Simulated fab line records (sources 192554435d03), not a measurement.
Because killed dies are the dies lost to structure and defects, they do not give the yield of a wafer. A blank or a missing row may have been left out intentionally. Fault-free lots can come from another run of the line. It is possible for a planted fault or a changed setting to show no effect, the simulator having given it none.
fab line records :: flow n5Finfet :: part 2 of 2: steps 25 to 29 of 29
[record]
  lots = 5
  wafers = 15
  lastDay = 16
route steps=1938 shown BEOL_M14@1762 BEOL_M15@1773
lots that met no fault: taken from a fault-free run of the same line
startH: the number of hours between the record's first day and the start of the first shown wafer of the lot :: waitH: hours from the lot's prior step to this one :: " repeats the value in the row above :: L1.1+2: one row covering several wafers at once :: - either no value or no given start :: * or withheld: withheld :: < > ~ a bound
route shown NAME@n: a module of which the file shows steps, and the number in the route of the first :: usual: mean/standard deviation taken from wafers without a fault :: same: alike in all rows :: chamber/n: place in a boat :: sites: readings site by site :: _std_site: standard deviation of those values :: _edge_site: mean of outer sites minus mean of inner sites :: radiusMm: for every site, how far away it sits from the centre of the wafer :: mask NAME#n: copy n :: behind: the most recent tool/chamber to have shaped the wafer :: hold: cause of the lot's hold/its duration in hours/its outcome :: device: the transistor (n, p or np) that didn't switch :: end of line: the route-end tests of the same wafers :: a step given without rows: its recipe and nothing more :: killed: count of dies lost to structure and defects at first sort (not the wafer's yield) :: map: the dies of a wafer, with x for killed, . for not killed, _ for no die there
set.NAME: the setting as run; set.NAME@STEP: as run at that earlier step :: model.NAME: the simulator's own value behind a step, which no gauge read
lots at some steps of the route; a table a step, a row a wafer
services: when a tool's chamber went out of use (startH, in hours from the record's first day, below 0 if earlier), for how many hours, and the reason
[[steps]]
[step N5_BEOL_M15_DESCUM_15]
[recipe]
  chemistry = O2
  timeS = 7.9
  sourcePowerW = 50
  biasPowerW = 20
  pressureMtorr = 20
  rfFrequencyHz = 2.712e+07
  tempC = 40
  o2FlowSccm = 225
[usual]
  drypumpMotorCurrentA = 5.7/0.38
  oesProductAu = 0.77/0.1
  rfVppV = 242.7/1.2
  showerheadPlenumPTorr = 2.07/0.063
  tempC = 40.00/0.11
  throttleValvePct = 20.43/0.25
lot.wafer: L076.1
tool: rieDiel-01
chamber: 3
startH: 255.75
waitH: 0.4
drypumpMotorCurrentA: 5.4
oesProductAu: 0.69
rfHoursCounterH: 197
rfVppV: 243.4
showerheadPlenumPTorr: 2.08
tempC: 39.80
throttleValvePct: 20.52

lot.wafer: L076.3
tool: rieDiel-01
chamber: 1
startH: 255.75
waitH: 0.4
drypumpMotorCurrentA: 5.4
oesProductAu: 0.70
rfHoursCounterH: 217
rfVppV: 241.7
showerheadPlenumPTorr: 2.07
tempC: 40.03
throttleValvePct: 20.60

lot.wafer: L076.5
tool: rieDiel-01
chamber: 2
startH: 255.75
waitH: 0.4
drypumpMotorCurrentA: 6.3
oesProductAu: 0.71
rfHoursCounterH: -
rfVppV: 242.4
showerheadPlenumPTorr: 1.99
tempC: 40.12
throttleValvePct: 20.36

lot.wafer: L083.3
tool: rieDiel-01
chamber: 1
startH: 303.97
waitH: 0.0
drypumpMotorCurrentA: 5.5
oesProductAu: 0.70
rfHoursCounterH: 233
rfVppV: 241.8
showerheadPlenumPTorr: 2.06
tempC: 40.14
throttleValvePct: 20.62

lot.wafer: L083.4
tool: rieDiel-01
chamber: 2
startH: 303.97
waitH: 0.0
drypumpMotorCurrentA: 6.3
oesProductAu: 0.71
rfHoursCounterH: 196
rfVppV: 241.9
showerheadPlenumPTorr: 1.98
tempC: 40.13
throttleValvePct: 20.37

lot.wafer: L083.6
tool: rieDiel-01
chamber: 1
startH: 303.97
waitH: 0.0
drypumpMotorCurrentA: 5.5
oesProductAu: 0.69
rfHoursCounterH: -
rfVppV: 244.1
showerheadPlenumPTorr: 2.06
tempC: 40.11
throttleValvePct: 20.61

lot.wafer: L087.4
tool: rieDiel-01
chamber: 1
startH: 324.86
waitH: 0.0
drypumpMotorCurrentA: 5.4
oesProductAu: 0.70
rfHoursCounterH: 240
rfVppV: 243.1
showerheadPlenumPTorr: 2.06
tempC: 40.01
throttleValvePct: 20.63

lot.wafer: L087.5
tool: rieDiel-01
chamber: 2
startH: 324.86
waitH: 0.0
drypumpMotorCurrentA: 6.3
oesProductAu: 0.71
rfHoursCounterH: -
rfVppV: 242.6
showerheadPlenumPTorr: 1.98
tempC: 39.94
throttleValvePct: 20.36

lot.wafer: L087.6
tool: rieDiel-01
chamber: 1
startH: 324.86
waitH: 0.0
drypumpMotorCurrentA: 5.4
oesProductAu: 0.70
rfHoursCounterH: -
rfVppV: 242.7
showerheadPlenumPTorr: 2.06
tempC: 40.10
throttleValvePct: 20.64

lot.wafer: L090.1
tool: rieDiel-02
chamber: 1
startH: 349.12
waitH: 0.0
drypumpMotorCurrentA: 5.8
oesProductAu: 0.86
rfHoursCounterH: 78
rfVppV: 241.6
showerheadPlenumPTorr: 2.04
tempC: 39.83
throttleValvePct: 20.28

lot.wafer: L090.3
tool: rieDiel-02
chamber: 0
startH: 349.12
waitH: 0.0
drypumpMotorCurrentA: 6.3
oesProductAu: 0.70
rfHoursCounterH: 252
rfVppV: 242.7
showerheadPlenumPTorr: 2.02
tempC: 40.04
throttleValvePct: 20.65

lot.wafer: L090.5
tool: rieDiel-02
chamber: 1
startH: 349.12
waitH: 0.0
drypumpMotorCurrentA: 5.8
oesProductAu: 0.85
rfHoursCounterH: -
rfVppV: 242.0
showerheadPlenumPTorr: 2.04
tempC: 40.00
throttleValvePct: 20.27

lot.wafer: L092.4
tool: rieDiel-02
chamber: 1
startH: 352.13
waitH: 0.3
drypumpMotorCurrentA: 5.7
oesProductAu: 0.85
rfHoursCounterH: -
rfVppV: 243.3
showerheadPlenumPTorr: 2.04
tempC: 40.16
throttleValvePct: 20.29

lot.wafer: L092.5
tool: rieDiel-02
chamber: 3
startH: 352.13
waitH: 0.3
drypumpMotorCurrentA: 5.4
oesProductAu: 0.74
rfHoursCounterH: -
rfVppV: 242.6
showerheadPlenumPTorr: 2.08
tempC: 40.01
throttleValvePct: 19.99

lot.wafer: L092.6
tool: rieDiel-02
chamber: 0
startH: 352.13
waitH: 0.3
drypumpMotorCurrentA: 6.3
oesProductAu: 0.71
rfHoursCounterH: -
rfVppV: 243.0
showerheadPlenumPTorr: 2.02
tempC: 39.80
throttleValvePct: 20.65
[step N5_BEOL_M15_ETCH_59]
[recipe]
  chemistry = N2/H2
  target = BARC
  targetDepthA = 890
  overetchA = 267
  timeS = 67.9
  ionEnergyEv = 200
  pressureMtorr = 30
  sourceW = 840
  biasW = 150
  n2FlowSccm = 200
  h2FlowSccm = 200
[usual]
  drypumpMotorCurrentA = 5.7/0.38
  oesProductAu = 0.66/0.082
  rfVppV = 523.1/2.1
  showerheadPlenumPTorr = 2.51/0.068
  throttleValvePct = 17.9/0.35
lot.wafer: L076.1
tool: rieDiel-01
chamber: 3
startH: 255.79
waitH: 0.0
drypumpMotorCurrentA: 5.4
oesProductAu: 0.61
rfHoursCounterH: 197
rfVppV: 522.5
showerheadPlenumPTorr: 2.52
throttleValvePct: 18.0

lot.wafer: L076.3
tool: rieDiel-01
chamber: 1
startH: 255.79
waitH: 0.0
drypumpMotorCurrentA: 5.5
oesProductAu: 0.60
rfHoursCounterH: 217
rfVppV: 522.1
showerheadPlenumPTorr: 2.51
throttleValvePct: 18.0

lot.wafer: L076.5
tool: rieDiel-01
chamber: 2
startH: 255.79
waitH: 0.0
drypumpMotorCurrentA: 6.3
oesProductAu: 0.64
rfHoursCounterH: -
rfVppV: 520.2
showerheadPlenumPTorr: 2.45
throttleValvePct: 18.1

lot.wafer: L083.3
tool: rieDiel-01
chamber: 1
startH: 304.00
waitH: 0.0
drypumpMotorCurrentA: 5.5
oesProductAu: 0.59
rfHoursCounterH: 233
rfVppV: 523.7
showerheadPlenumPTorr: 2.50
throttleValvePct: 18.1

lot.wafer: L083.4
tool: rieDiel-01
chamber: 2
startH: 304.00
waitH: 0.0
drypumpMotorCurrentA: 6.2
oesProductAu: 0.62
rfHoursCounterH: 196
rfVppV: 520.0
showerheadPlenumPTorr: 2.44
throttleValvePct: 18.2

lot.wafer: L083.6
tool: rieDiel-01
chamber: 1
startH: 304.00
waitH: 0.0
drypumpMotorCurrentA: 5.5
oesProductAu: 0.60
rfHoursCounterH: -
rfVppV: 522.2
showerheadPlenumPTorr: 2.50
throttleValvePct: 18.1

lot.wafer: L087.4
tool: rieDiel-01
chamber: 1
startH: 324.89
waitH: 0.0
drypumpMotorCurrentA: 5.5
oesProductAu: 0.60
rfHoursCounterH: 240
rfVppV: 524.8
showerheadPlenumPTorr: 2.50
throttleValvePct: 18.1

lot.wafer: L087.5
tool: rieDiel-01
chamber: 2
startH: 324.89
waitH: 0.0
drypumpMotorCurrentA: 6.3
oesProductAu: 0.62
rfHoursCounterH: -
rfVppV: 522.5
showerheadPlenumPTorr: 2.44
throttleValvePct: 18.2

lot.wafer: L087.6
tool: rieDiel-01
chamber: 1
startH: 324.89
waitH: 0.0
drypumpMotorCurrentA: 5.4
oesProductAu: 0.59
rfHoursCounterH: -
rfVppV: 521.7
showerheadPlenumPTorr: 2.50
throttleValvePct: 18.1

lot.wafer: L090.1
tool: rieDiel-02
chamber: 1
startH: 349.16
waitH: 0.0
drypumpMotorCurrentA: 5.8
oesProductAu: 0.72
rfHoursCounterH: 78
rfVppV: 522.4
showerheadPlenumPTorr: 2.46
throttleValvePct: 17.7

lot.wafer: L090.3
tool: rieDiel-02
chamber: 0
startH: 349.16
waitH: 0.0
drypumpMotorCurrentA: 6.3
oesProductAu: 0.59
rfHoursCounterH: 252
rfVppV: 522.7
showerheadPlenumPTorr: 2.53
throttleValvePct: 18.7

lot.wafer: L090.5
tool: rieDiel-02
chamber: 1
startH: 349.16
waitH: 0.0
drypumpMotorCurrentA: 5.8
oesProductAu: 0.72
rfHoursCounterH: -
rfVppV: 522.0
showerheadPlenumPTorr: 2.46
throttleValvePct: 17.7

lot.wafer: L092.4
tool: rieDiel-02
chamber: 1
startH: 352.18
waitH: 0.0
drypumpMotorCurrentA: 5.8
oesProductAu: 0.72
rfHoursCounterH: -
rfVppV: 521.7
showerheadPlenumPTorr: 2.46
throttleValvePct: 17.7

lot.wafer: L092.5
tool: rieDiel-02
chamber: 3
startH: 352.18
waitH: 0.0
drypumpMotorCurrentA: 5.3
oesProductAu: 0.65
rfHoursCounterH: -
rfVppV: 522.6
showerheadPlenumPTorr: 2.53
throttleValvePct: 17.5

lot.wafer: L092.6
tool: rieDiel-02
chamber: 0
startH: 352.18
waitH: 0.0
drypumpMotorCurrentA: 6.3
oesProductAu: 0.59
rfHoursCounterH: -
rfVppV: 521.7
showerheadPlenumPTorr: 2.52
throttleValvePct: 18.7
[step N5_BEOL_M15_VIA_ETCH_16]
[recipe]
  chemistry = C4F8/O2/Ar
  target = SiO2
  heInnerTorr = 15
  heOuterTorr = 30
  targetDepthA = 17922
  timeS = withheld
  ionEnergyEv = 800
  pressureMtorr = 20
  sourceW = 1905
  biasW = 2040
  Ar_flow_sccm = 400
  C4F8_flow_sccm = 16
  O2_flow_sccm = 12
  ends = cleared
[usual]
  drypumpMotorCurrentA = 5.7/0.38
  mfcArSccm = 400.0/1.3
  oesProductAu = 0.70/0.093
  rfVppV = 2225/62
  showerheadPlenumPTorr = 3.41/0.093
  throttleValvePct = 30.9/0.4
lot.wafer: L076.1
tool: rieDiel-01
chamber: 3
startH: 255.84
waitH: 0.0
drypumpMotorCurrentA: 5.4
mfcArSccm: 400.6
oesProductAu: 0.63
rfVppV: 2241
showerheadPlenumPTorr: 3.43
throttleValvePct: 31.0

lot.wafer: L076.3
tool: rieDiel-01
chamber: 1
startH: 255.84
waitH: 0.0
drypumpMotorCurrentA: 5.5
mfcArSccm: 397.7
oesProductAu: 0.64
rfVppV: 2145
showerheadPlenumPTorr: 3.46
throttleValvePct: 31.3

lot.wafer: L076.5
tool: rieDiel-01
chamber: 2
startH: 255.84
waitH: 0.0
drypumpMotorCurrentA: 6.3
mfcArSccm: 397.9
oesProductAu: 0.67
rfVppV: 2307
showerheadPlenumPTorr: 3.26
throttleValvePct: 30.6

lot.wafer: L083.3
tool: rieDiel-01
chamber: 1
startH: 304.06
waitH: 0.0
drypumpMotorCurrentA: 5.5
mfcArSccm: 398.2
oesProductAu: 0.63
rfVppV: 2146
showerheadPlenumPTorr: 3.45
throttleValvePct: 31.4

lot.wafer: L083.4
tool: rieDiel-01
chamber: 2
startH: 304.06
waitH: 0.0
drypumpMotorCurrentA: 6.3
mfcArSccm: 400.0
oesProductAu: 0.67
rfVppV: 2305
showerheadPlenumPTorr: 3.25
throttleValvePct: 30.6

lot.wafer: L083.6
tool: rieDiel-01
chamber: 1
startH: 304.06
waitH: 0.0
drypumpMotorCurrentA: 5.5
mfcArSccm: 397.7
oesProductAu: 0.63
rfVppV: 2148
showerheadPlenumPTorr: 3.45
throttleValvePct: 31.3

lot.wafer: L087.4
tool: rieDiel-01
chamber: 1
startH: 324.94
waitH: 0.0
drypumpMotorCurrentA: 5.5
mfcArSccm: 399.7
oesProductAu: 0.63
rfVppV: 2146
showerheadPlenumPTorr: 3.44
throttleValvePct: 31.4

lot.wafer: L087.5
tool: rieDiel-01
chamber: 2
startH: 324.94
waitH: 0.0
drypumpMotorCurrentA: 6.3
mfcArSccm: 402.0
oesProductAu: 0.65
rfVppV: 2306
showerheadPlenumPTorr: 3.25
throttleValvePct: 30.6

lot.wafer: L087.6
tool: rieDiel-01
chamber: 1
startH: 324.94
waitH: 0.0
drypumpMotorCurrentA: 5.5
mfcArSccm: 400.6
oesProductAu: 0.62
rfVppV: 2147
showerheadPlenumPTorr: 3.44
throttleValvePct: 31.4

lot.wafer: L090.1
tool: rieDiel-02
chamber: 1
startH: 349.21
waitH: 0.0
drypumpMotorCurrentA: 5.7
mfcArSccm: 400.5
oesProductAu: 0.75
rfVppV: 2252
showerheadPlenumPTorr: 3.35
throttleValvePct: 30.6

lot.wafer: L090.3
tool: rieDiel-02
chamber: 0
startH: 349.21
waitH: 0.0
drypumpMotorCurrentA: 6.3
mfcArSccm: 402.2
oesProductAu: 0.62
rfVppV: 2130
showerheadPlenumPTorr: 3.42
throttleValvePct: 31.7

lot.wafer: L090.5
tool: rieDiel-02
chamber: 1
startH: 349.21
waitH: 0.0
drypumpMotorCurrentA: 5.8
mfcArSccm: 398.5
oesProductAu: 0.76
rfVppV: 2250
showerheadPlenumPTorr: 3.35
throttleValvePct: 30.6

lot.wafer: L092.4
tool: rieDiel-02
chamber: 1
startH: 352.32
waitH: 0.1
drypumpMotorCurrentA: 5.8
mfcArSccm: 398.4
oesProductAu: 0.76
rfVppV: 2251
showerheadPlenumPTorr: 3.34
throttleValvePct: 30.6

lot.wafer: L092.5
tool: rieDiel-02
chamber: 3
startH: 352.32
waitH: 0.1
drypumpMotorCurrentA: 5.4
mfcArSccm: 398.4
oesProductAu: 0.68
rfVppV: 2237
showerheadPlenumPTorr: 3.44
throttleValvePct: 30.4

lot.wafer: L092.6
tool: rieDiel-02
chamber: 0
startH: 352.32
waitH: 0.1
drypumpMotorCurrentA: 6.3
mfcArSccm: 399.0
oesProductAu: 0.63
rfVppV: 2132
showerheadPlenumPTorr: 3.42
throttleValvePct: 31.7
[step N5_BEOL_M15_STRIP_63]
[recipe]
  chemistry = O2
  powerW = 600
  tempC = 60
  pressureMtorr = 30
  rfFrequencyHz = 6e+07
  biasPowerW = 0
  overashFraction = 0.3
  o2FlowSccm = 225
[usual]
  drypumpMotorCurrentA = 5.7/0.38
  oesProductAu = 0.77/0.1
  rfVppV = 3.6/0.69
  showerheadPlenumPTorr = 2.07/0.063
  tempC = 60.01/0.12
  throttleValvePct = 16.70/0.25
lot.wafer: L076.1
tool: rieDiel-01
chamber: 3
startH: -
waitH: -
drypumpMotorCurrentA: 5.4
oesProductAu: 0.70
rfHoursCounterH: 197
rfVppV: 3.8
showerheadPlenumPTorr: 2.08
tempC: 59.88
throttleValvePct: 16.80

lot.wafer: L076.3
tool: rieDiel-01
chamber: 1
startH: -
waitH: -
drypumpMotorCurrentA: 5.5
oesProductAu: 0.72
rfHoursCounterH: 217
rfVppV: 2.7
showerheadPlenumPTorr: 2.07
tempC: 59.91
throttleValvePct: 16.90

lot.wafer: L076.5
tool: rieDiel-01
chamber: 2
startH: -
waitH: -
drypumpMotorCurrentA: 6.3
oesProductAu: 0.73
rfHoursCounterH: -
rfVppV: 4.4
showerheadPlenumPTorr: 1.99
tempC: 60.00
throttleValvePct: 16.64

lot.wafer: L083.3
tool: rieDiel-01
chamber: 1
startH: -
waitH: -
drypumpMotorCurrentA: 5.5
oesProductAu: 0.70
rfHoursCounterH: 234
rfVppV: 3.6
showerheadPlenumPTorr: 2.07
tempC: 59.95
throttleValvePct: 16.91

lot.wafer: L083.4
tool: rieDiel-01
chamber: 2
startH: -
waitH: -
drypumpMotorCurrentA: 6.2
oesProductAu: 0.71
rfHoursCounterH: 196
rfVppV: 3.6
showerheadPlenumPTorr: 1.99
tempC: 60.05
throttleValvePct: 16.67

lot.wafer: L083.6
tool: rieDiel-01
chamber: 1
startH: -
waitH: -
drypumpMotorCurrentA: 5.5
oesProductAu: 0.70
rfHoursCounterH: -
rfVppV: 3.6
showerheadPlenumPTorr: 2.07
tempC: 60.12
throttleValvePct: 16.94

lot.wafer: L087.4
tool: rieDiel-01
chamber: 1
startH: -
waitH: -
drypumpMotorCurrentA: 5.5
oesProductAu: 0.69
rfHoursCounterH: 240
rfVppV: 3.7
showerheadPlenumPTorr: 2.06
tempC: 59.99
throttleValvePct: 16.95

lot.wafer: L087.5
tool: rieDiel-01
chamber: 2
startH: -
waitH: -
drypumpMotorCurrentA: 6.2
oesProductAu: 0.71
rfHoursCounterH: -
rfVppV: 4.1
showerheadPlenumPTorr: 1.98
tempC: 59.78
throttleValvePct: 16.68

lot.wafer: L087.6
tool: rieDiel-01
chamber: 1
startH: -
waitH: -
drypumpMotorCurrentA: 5.5
oesProductAu: 0.69
rfHoursCounterH: -
rfVppV: 3.7
showerheadPlenumPTorr: 2.06
tempC: 60.06
throttleValvePct: 16.98

lot.wafer: L090.1
tool: rieDiel-02
chamber: 1
startH: -
waitH: -
drypumpMotorCurrentA: 5.8
oesProductAu: 0.86
rfHoursCounterH: 78
rfVppV: 4.3
showerheadPlenumPTorr: 2.04
tempC: 60.00
throttleValvePct: 16.54

lot.wafer: L090.3
tool: rieDiel-02
chamber: 0
startH: -
waitH: -
drypumpMotorCurrentA: 6.3
oesProductAu: 0.69
rfHoursCounterH: 252
rfVppV: 3.5
showerheadPlenumPTorr: 2.02
tempC: 60.11
throttleValvePct: 16.92

lot.wafer: L090.5
tool: rieDiel-02
chamber: 1
startH: -
waitH: -
drypumpMotorCurrentA: 5.8
oesProductAu: 0.85
rfHoursCounterH: -
rfVppV: 3.8
showerheadPlenumPTorr: 2.04
tempC: 60.20
throttleValvePct: 16.56

lot.wafer: L092.4
tool: rieDiel-02
chamber: 1
startH: -
waitH: -
drypumpMotorCurrentA: 5.8
oesProductAu: 0.85
rfHoursCounterH: -
rfVppV: 2.3
showerheadPlenumPTorr: 2.04
tempC: 59.97
throttleValvePct: 16.56

lot.wafer: L092.5
tool: rieDiel-02
chamber: 3
startH: -
waitH: -
drypumpMotorCurrentA: 5.3
oesProductAu: 0.74
rfHoursCounterH: -
rfVppV: 3.4
showerheadPlenumPTorr: 2.08
tempC: 59.96
throttleValvePct: 16.32

lot.wafer: L092.6
tool: rieDiel-02
chamber: 0
startH: -
waitH: -
drypumpMotorCurrentA: 6.3
oesProductAu: 0.69
rfHoursCounterH: -
rfVppV: 4.4
showerheadPlenumPTorr: 2.02
tempC: 60.00
throttleValvePct: 16.94
[step N5_BEOL_M15_STRIP_64]
[recipe]
  chemistry = O2
  powerW = 600
  tempC = 60
  pressureMtorr = 30
  rfFrequencyHz = 6e+07
  biasPowerW = 0
  overashFraction = 0.3
  o2FlowSccm = 225
[usual]
  drypumpMotorCurrentA = 5.7/0.38
  oesProductAu = 0.77/0.1
  rfVppV = 3.6/0.4
  showerheadPlenumPTorr = 2.07/0.063
  tempC = 60.00/0.11
  throttleValvePct = 16.70/0.25
lot.wafer: L076.1
tool: rieDiel-01
chamber: 3
startH: -
waitH: -
drypumpMotorCurrentA: 5.4
oesProductAu: 0.70
rfHoursCounterH: 197
rfVppV: 3.8
showerheadPlenumPTorr: 2.08
tempC: 59.99
throttleValvePct: 16.80

lot.wafer: L076.3
tool: rieDiel-01
chamber: 1
startH: -
waitH: -
drypumpMotorCurrentA: 5.5
oesProductAu: 0.71
rfHoursCounterH: 217
rfVppV: 3.4
showerheadPlenumPTorr: 2.07
tempC: 59.98
throttleValvePct: 16.90

lot.wafer: L076.5
tool: rieDiel-01
chamber: 2
startH: -
waitH: -
drypumpMotorCurrentA: 6.3
oesProductAu: 0.72
rfHoursCounterH: -
rfVppV: 3.6
showerheadPlenumPTorr: 1.99
tempC: 59.79
throttleValvePct: 16.63

lot.wafer: L083.3
tool: rieDiel-01
chamber: 1
startH: -
waitH: -
drypumpMotorCurrentA: 5.5
oesProductAu: 0.69
rfHoursCounterH: 234
rfVppV: 3.8
showerheadPlenumPTorr: 2.07
tempC: 60.08
throttleValvePct: 16.93

lot.wafer: L083.4
tool: rieDiel-01
chamber: 2
startH: -
waitH: -
drypumpMotorCurrentA: 6.3
oesProductAu: 0.71
rfHoursCounterH: 196
rfVppV: 3.1
showerheadPlenumPTorr: 1.99
tempC: 60.04
throttleValvePct: 16.67

lot.wafer: L083.6
tool: rieDiel-01
chamber: 1
startH: -
waitH: -
drypumpMotorCurrentA: 5.5
oesProductAu: 0.70
rfHoursCounterH: -
rfVppV: 3.9
showerheadPlenumPTorr: 2.07
tempC: 60.22
throttleValvePct: 16.93

lot.wafer: L087.4
tool: rieDiel-01
chamber: 1
startH: -
waitH: -
drypumpMotorCurrentA: 5.5
oesProductAu: 0.69
rfHoursCounterH: 240
rfVppV: 3.1
showerheadPlenumPTorr: 2.06
tempC: 60.09
throttleValvePct: 16.95

lot.wafer: L087.5
tool: rieDiel-01
chamber: 2
startH: -
waitH: -
drypumpMotorCurrentA: 6.4
oesProductAu: 0.70
rfHoursCounterH: -
rfVppV: 3.8
showerheadPlenumPTorr: 1.98
tempC: 60.05
throttleValvePct: 16.67

lot.wafer: L087.6
tool: rieDiel-01
chamber: 1
startH: -
waitH: -
drypumpMotorCurrentA: 5.5
oesProductAu: 0.69
rfHoursCounterH: -
rfVppV: 4.6
showerheadPlenumPTorr: 2.06
tempC: 59.89
throttleValvePct: 16.95

lot.wafer: L090.1
tool: rieDiel-02
chamber: 1
startH: -
waitH: -
drypumpMotorCurrentA: 5.7
oesProductAu: 0.84
rfHoursCounterH: 78
rfVppV: 4.4
showerheadPlenumPTorr: 2.04
tempC: 60.08
throttleValvePct: 16.56

lot.wafer: L090.3
tool: rieDiel-02
chamber: 0
startH: -
waitH: -
drypumpMotorCurrentA: 6.3
oesProductAu: 0.69
rfHoursCounterH: 252
rfVppV: 3.7
showerheadPlenumPTorr: 2.02
tempC: 60.22
throttleValvePct: 16.94

lot.wafer: L090.5
tool: rieDiel-02
chamber: 1
startH: -
waitH: -
drypumpMotorCurrentA: 5.8
oesProductAu: 0.84
rfHoursCounterH: -
rfVppV: 3.1
showerheadPlenumPTorr: 2.04
tempC: 60.06
throttleValvePct: 16.56

lot.wafer: L092.4
tool: rieDiel-02
chamber: 1
startH: -
waitH: -
drypumpMotorCurrentA: 5.7
oesProductAu: 0.85
rfHoursCounterH: -
rfVppV: 4.2
showerheadPlenumPTorr: 2.04
tempC: 60.18
throttleValvePct: 16.55

lot.wafer: L092.5
tool: rieDiel-02
chamber: 3
startH: -
waitH: -
drypumpMotorCurrentA: 5.3
oesProductAu: 0.75
rfHoursCounterH: -
rfVppV: 3.7
showerheadPlenumPTorr: 2.08
tempC: 59.86
throttleValvePct: 16.29

lot.wafer: L092.6
tool: rieDiel-02
chamber: 0
startH: -
waitH: -
drypumpMotorCurrentA: 6.3
oesProductAu: 0.70
rfHoursCounterH: -
rfVppV: 3.7
showerheadPlenumPTorr: 2.02
tempC: 60.01
throttleValvePct: 16.94
[[services]]
tool: pecvd-01
chamber: 2
startH: 233.26
hours: 6.5
kind: repair

tool: pecvd-01
chamber: -
startH: 237.10
hours: 5.5
kind: pm

tool: cmp-02
chamber: -
startH: 239.17
hours: 1.1
kind: repair

tool: pecvd-01
chamber: -
startH: 246.30
hours: 0.3
kind: repair

tool: krfScanner-01
chamber: -
startH: 249.67
hours: 1.0
kind: repair

tool: pecvd-04
chamber: 1
startH: 256.77
hours: 2.0
kind: repair

tool: cmp-02
chamber: -
startH: 261.89
hours: 2.7
kind: repair

tool: krfScanner-02
chamber: -
startH: 263.90
hours: 1.3
kind: pm

tool: pecvd-01
chamber: -
startH: 265.34
hours: 11.7
kind: repair

tool: krfScanner-01
chamber: -
startH: 271.88
hours: 0.2
kind: repair

tool: cmp-02
chamber: -
startH: 279.84
hours: 2.0
kind: repair

tool: cmp-02
chamber: -
startH: 286.12
hours: 25.1
kind: repair

tool: cmp-03
chamber: -
startH: 286.72
hours: 6.2
kind: pm

tool: pecvd-04
chamber: -
startH: 288.42
hours: 0.8
kind: repair

tool: krfScanner-01
chamber: -
startH: 298.39
hours: 9.9
kind: repair

tool: rieDiel-01
chamber: -
startH: 300.50
hours: 2.8
kind: pm

tool: pecvd-02
chamber: 2
startH: 305.69
hours: 20.6
kind: repair

tool: ecdCu-02
chamber: -
startH: 308.98
hours: 3.7
kind: repair

tool: krfScanner-01
chamber: -
startH: 320.75
hours: 0.8
kind: pm

tool: krfScanner-02
chamber: -
startH: 321.50
hours: 1.0
kind: pm

tool: cmp-02
chamber: -
startH: 331.59
hours: 0.3
kind: repair

tool: pecvd-03
chamber: 1
startH: 333.33
hours: 3.7
kind: repair

tool: rtpAnneal-01
chamber: -
startH: 342.27
hours: 3.1
kind: pm

tool: cmp-03
chamber: -
startH: 343.74
hours: 17.0
kind: pm
